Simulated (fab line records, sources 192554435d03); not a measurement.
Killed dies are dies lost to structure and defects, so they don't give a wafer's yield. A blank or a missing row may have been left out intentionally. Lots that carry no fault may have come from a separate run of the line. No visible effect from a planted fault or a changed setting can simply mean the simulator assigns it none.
Which tool was responsible? | flow n5-finfet | 33 wafers from 11 lots sampled at 4 of the route's 1938 steps

## WHAT THE GAUGES SHOWED, per wafer
N5_BEOL_M11_CD_MEAS_28 targets a cd of 70 nm.
lot  | measured     | on        | cd-nm (nm)
L317 | day 11 03:22 | cd-sem-02 | 69.3 71.7 71.1
L322 | day 11 20:59 | cd-sem-03 | 70.2 69.6 70.5
L323 | day 11 22:35 | cd-sem-02 | 69.0 70.3 70.8
L321 | day 11 22:46 | cd-sem-02 | 69.3 70.7 69.5
L325 | day 12 16:05 | cd-sem-01 | 70.3 70.1 70.9
L332 | day 15 03:49 | cd-sem-03 | 71.4 70.9 70.7
L336 | day 15 09:49 | cd-sem-03 | 69.9 70.5 70.4
L337 | day 15 23:51 | cd-sem-03 | 76.3 71.2 76.2
L338 | day 16 02:50 | cd-sem-03 | 71.3 70.5 75.7
L339 | day 16 10:46 | cd-sem-02 | 69.9 69.2 69.2
L340 | day 16 20:21 | cd-sem-01 | 69.8 70.3 69.5

N5_BEOL_M11_INSPECT_30: inspects for defects (brightfield).
lot  | measured     | on                | raw-defect-count
L317 | day 11 03:25 | defect-inspect-02 | 465 423 367
L322 | day 11 21:02 | defect-inspect-02 | 486 399 399
L323 | day 11 22:38 | defect-inspect-01 | 297 618 295
L321 | day 11 22:49 | defect-inspect-01 | 333 343 296
L325 | day 12 16:08 | defect-inspect-02 | 417 399 431
L332 | day 15 03:52 | defect-inspect-01 | 418 405 497
L336 | day 15 09:52 | defect-inspect-02 | 540 346 410
L337 | day 15 23:54 | defect-inspect-02 | 448 617 488
L338 | day 16 02:53 | defect-inspect-02 | 464 448 516
L339 | day 16 10:49 | defect-inspect-01 | 396 327 518
L340 | day 16 20:24 | defect-inspect-01 | 550 476 383

## EACH LOT AND THE TOOL THAT RAN IT (in order: tool; ch and the chambers of the sampled wafers; start)
lot  | N5_BEOL_M11_PECVD_70            | N5_BEOL_M11_PEB_26
L317 | pecvd-04 ch 0,1,2, day 11 00:52 | litho-track-05 ch 0, day 11 03:18
L322 | pecvd-04 ch 1,2, day 11 18:26   | litho-track-03 ch 0, day 11 20:55
L323 | pecvd-01 ch 0,1, day 11 18:30   | litho-track-04 ch 0, day 11 22:31
L321 | pecvd-04 ch 0,2, day 11 19:38   | litho-track-04 ch 0, day 11 22:41
L325 | pecvd-01 ch 0,1, day 12 13:07   | litho-track-04 ch 0, day 12 16:01
L332 | pecvd-01 ch 0,1,2, day 14 23:23 | litho-track-03 ch 0, day 15 03:45
L336 | pecvd-01 ch 0,1,2, day 15 07:56 | litho-track-03 ch 0, day 15 09:45
L337 | pecvd-04 ch 0,1, day 15 18:28   | litho-track-03 ch 0, day 15 23:47
L338 | pecvd-04 ch 1,2, day 15 19:40   | litho-track-03 ch 0, day 16 02:46
L339 | pecvd-04 ch 1,2, day 16 06:10   | litho-track-05 ch 0, day 16 10:41
L340 | pecvd-01 ch 0,1, day 16 15:50   | litho-track-05 ch 0, day 16 20:17
- N5_BEOL_M11_PECVD_70: deposits SiO2 from TEOS/O2, target thk 20 nm, time 22.7 s.
- N5_BEOL_M11_PEB_26: peb time 60 s.

## AS READ BY THE TOOLS THEMSELVES (means over the sampled wafers that have a number; for cases with no such wafer, the mark the record gives instead)
N5_BEOL_M11_PECVD_70.
lot  | tool     | heater-power-w (W) | showerhead-plenum-p-Torr (Torr) | throttle-valve-pct (%)
L317 | pecvd-04 | 676                | 8.77                            | 22.2
L322 | pecvd-04 | 823                | 8.76                            | 21.5
L323 | pecvd-01 | 746                | 8.65                            | 22.4
L321 | pecvd-04 | 655                | 8.77                            | 23.3
L325 | pecvd-01 | 765                | 8.67                            | 22.5
L332 | pecvd-01 | 708                | 8.70                            | 22.2
L336 | pecvd-01 | 702                | 8.68                            | 22.2
L337 | pecvd-04 | 750                | 8.74                            | 23.0
L338 | pecvd-04 | 731                | 8.77                            | 21.4
L339 | pecvd-04 | 710                | 8.79                            | 21.5
L340 | pecvd-01 | 747                | 8.65                            | 22.5

N5_BEOL_M11_PEB_26.
lot  | tool           | exhaust-pa (Pa)
L317 | litho-track-05 | 44.5
L322 | litho-track-03 | 45.0
L323 | litho-track-04 | 44.4
L321 | litho-track-04 | 43.6
L325 | litho-track-04 | 44.8
L332 | litho-track-03 | 45.8
L336 | litho-track-03 | 44.0
L337 | litho-track-03 | 45.9
L338 | litho-track-03 | 43.9
L339 | litho-track-05 | 45.0
L340 | litho-track-05 | 43.9

## THE ANSWER, worked out from the rows above alone
Rule: the lots themselves supply what counts as usual. The widest of any qualifying gaps counts: lots, ordered by their means at a reading, are off when they make up no more than a third of the lots, leave a main group of 4 or more, and stand apart from it by 3 or more times the standard deviation of that group's means. If all means in a main group match to the digits the tables above print for the reading, that group is not used. Also off: a lot with no number at a reading for which 4 or more lots have one. Any other lot the step has rows for is counted as sound. Order of review: gauges by route order, followed by the tools' own readings, for which a lot's mean as printed above is used. At the first step where some lot is off, the reading lying furthest off is the one used; lots without a number count as furthest.
Off: L337, L338, at N5_BEOL_M11_CD_MEAS_28 (cd-nm). The main group has a mean of 70.2 nm with a standard deviation of 0.45.
A tool fits if, at a process step before that reading, it ran every lot that is off, and no sound lot after the first of them. The gauges at N5_BEOL_M11_CD_MEAS_28 are tried like those tools. 2 tools fit, litho-track-03 at N5_BEOL_M11_PEB_26 and cd-sem-03 at N5_BEOL_M11_CD_MEAS_28, so this cannot tell which one it is.

## WHAT WAS PUT IN BY THE SIMULATOR
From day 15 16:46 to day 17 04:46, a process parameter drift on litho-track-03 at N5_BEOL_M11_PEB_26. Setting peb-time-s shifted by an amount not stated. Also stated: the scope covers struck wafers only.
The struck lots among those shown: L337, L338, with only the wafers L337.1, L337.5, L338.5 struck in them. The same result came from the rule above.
